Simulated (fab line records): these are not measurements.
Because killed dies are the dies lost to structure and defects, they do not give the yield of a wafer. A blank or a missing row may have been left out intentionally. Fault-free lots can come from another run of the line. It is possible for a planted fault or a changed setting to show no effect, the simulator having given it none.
What tool caused it? || flow nand-harc || 6 lots with 18 wafers sampled at 5 steps, on a route of 1302 steps

== WHAT THE GAUGES READ, wafer by wafer ==
NHARC_A_ONON_D2_THK_MEAS_18: measures by ellipsometry.
{"lot": "L955", "measured": "day 14 09:59", "on": "film-metro-01", "thk-nm (nm)": "1004 1003 1004"}
{"lot": "L958", "measured": "day 15 05:46", "on": "film-metro-01", "thk-nm (nm)": "992 992 992"}
{"lot": "L960", "measured": "day 16 03:47", "on": "film-metro-01", "thk-nm (nm)": "1002 1001 1001"}
{"lot": "L970", "measured": "day 20 07:49", "on": "film-metro-01", "thk-nm (nm)": "993 993 1506"}
{"lot": "L972", "measured": "day 21 00:13", "on": "film-metro-02", "thk-nm (nm)": "1007 1007 1007"}
{"lot": "L975", "measured": "day 22 17:46", "on": "film-metro-01", "thk-nm (nm)": "1003 1003 1004"}

== EACH LOT AND THE TOOL THAT RAN IT (in order: tool; ch and the chambers of the sampled wafers; start) ==
{"lot": "L955", "NHARC_A_CHANNEL_FILL_D1_ETCHBACK_19": "rie-si-01 ch 0,2,3, day 11 04:34", "NHARC_A_CHANNEL_FILL_D1_ALD_25": "ald-hk-02 ch 0,1,2, day 11 18:32", "NHARC_A_DECK1_JOINT_CMP_13": "cmp-03 ch 1,2,3, day 12 14:37", "NHARC_A_ONON_D2_DEP_16": "pecvd-onon-02 ch 0, day 14 09:29"}
{"lot": "L958", "NHARC_A_CHANNEL_FILL_D1_ETCHBACK_19": "rie-si-03 ch 2,3, day 12 05:59", "NHARC_A_CHANNEL_FILL_D1_ALD_25": "ald-hk-03 ch 0,1, day 12 18:40", "NHARC_A_DECK1_JOINT_CMP_13": "cmp-02 ch 0,1,3, day 13 16:09", "NHARC_A_ONON_D2_DEP_16": "pecvd-onon-01 ch 0, day 15 05:26"}
{"lot": "L960", "NHARC_A_CHANNEL_FILL_D1_ETCHBACK_19": "rie-si-01 ch 0,1, day 13 05:36", "NHARC_A_CHANNEL_FILL_D1_ALD_25": "ald-hk-02 ch 0,1,2, day 13 21:02", "NHARC_A_DECK1_JOINT_CMP_13": "cmp-04 ch 0,1,2, day 14 16:59", "NHARC_A_ONON_D2_DEP_16": "pecvd-onon-04 ch 0, day 16 03:27"}
{"lot": "L970", "NHARC_A_CHANNEL_FILL_D1_ETCHBACK_19": "rie-si-01 ch 0,2,3, day 17 04:01", "NHARC_A_CHANNEL_FILL_D1_ALD_25": "ald-hk-01 ch 0,1,2, day 17 15:59", "NHARC_A_DECK1_JOINT_CMP_13": "cmp-03 ch 0,1,2, day 18 19:17", "NHARC_A_ONON_D2_DEP_16": "pecvd-onon-02 ch 0, day 20 07:22"}
{"lot": "L972", "NHARC_A_CHANNEL_FILL_D1_ETCHBACK_19": "rie-si-01 ch 1,2,3, day 18 03:38", "NHARC_A_CHANNEL_FILL_D1_ALD_25": "ald-hk-02 ch 1,2,3, day 18 16:53", "NHARC_A_DECK1_JOINT_CMP_13": "cmp-02 ch 0,1,2, day 19 13:49", "NHARC_A_ONON_D2_DEP_16": "pecvd-onon-01 ch 0, day 20 23:43"}
{"lot": "L975", "NHARC_A_CHANNEL_FILL_D1_ETCHBACK_19": "rie-si-03 ch 0,2, day 19 11:31", "NHARC_A_CHANNEL_FILL_D1_ALD_25": "ald-hk-03 ch 0,2,3, day 20 01:07", "NHARC_A_DECK1_JOINT_CMP_13": "cmp-02 ch 1,2, day 20 22:44", "NHARC_A_ONON_D2_DEP_16": "pecvd-onon-02 ch 0, day 22 17:19"}
- NHARC_A_CHANNEL_FILL_D1_ETCHBACK_19: etches the open film in HBr/Cl2, target depth 5 nm, time 1.7 s.
- NHARC_A_CHANNEL_FILL_D1_ALD_25: deposits SiOx, target thk 60 nm, pulse time 10 s, ald cycles 600.
- NHARC_A_DECK1_JOINT_CMP_13: polishes, target thk 51.023 nm.
- NHARC_A_ONON_D2_DEP_16: target thk 1000 nm.

== THE ANSWER, worked out from the rows above alone ==
Rule: the lots themselves supply what counts as usual. The widest of any qualifying gaps counts: lots, ordered by their means at a reading, are off when they make up no more than a third of the lots, leave a main group of 4 or more, and stand apart from it by 3 or more times the standard deviation of that group's means. If all means in a main group match to the digits the tables above print for the reading, that group is not used. Also off: a lot with no number at a reading for which 4 or more lots have one. Any other lot the step has rows for is counted as sound.
Off: L970 (NHARC_A_ONON_D2_THK_MEAS_18, thk-nm). The main group has a mean of 1001 nm with a standard deviation of 5.1.
A tool fits if, at a process step before that reading, it ran every lot that is off, and no sound lot after the first of them. The gauges at NHARC_A_ONON_D2_THK_MEAS_18 are tried like those tools. This does not decide it: 2 tools fit, namely ald-hk-01 at NHARC_A_CHANNEL_FILL_D1_ALD_25 and cmp-03 at NHARC_A_DECK1_JOINT_CMP_13.

== WHAT WAS PUT IN BY THE SIMULATOR ==
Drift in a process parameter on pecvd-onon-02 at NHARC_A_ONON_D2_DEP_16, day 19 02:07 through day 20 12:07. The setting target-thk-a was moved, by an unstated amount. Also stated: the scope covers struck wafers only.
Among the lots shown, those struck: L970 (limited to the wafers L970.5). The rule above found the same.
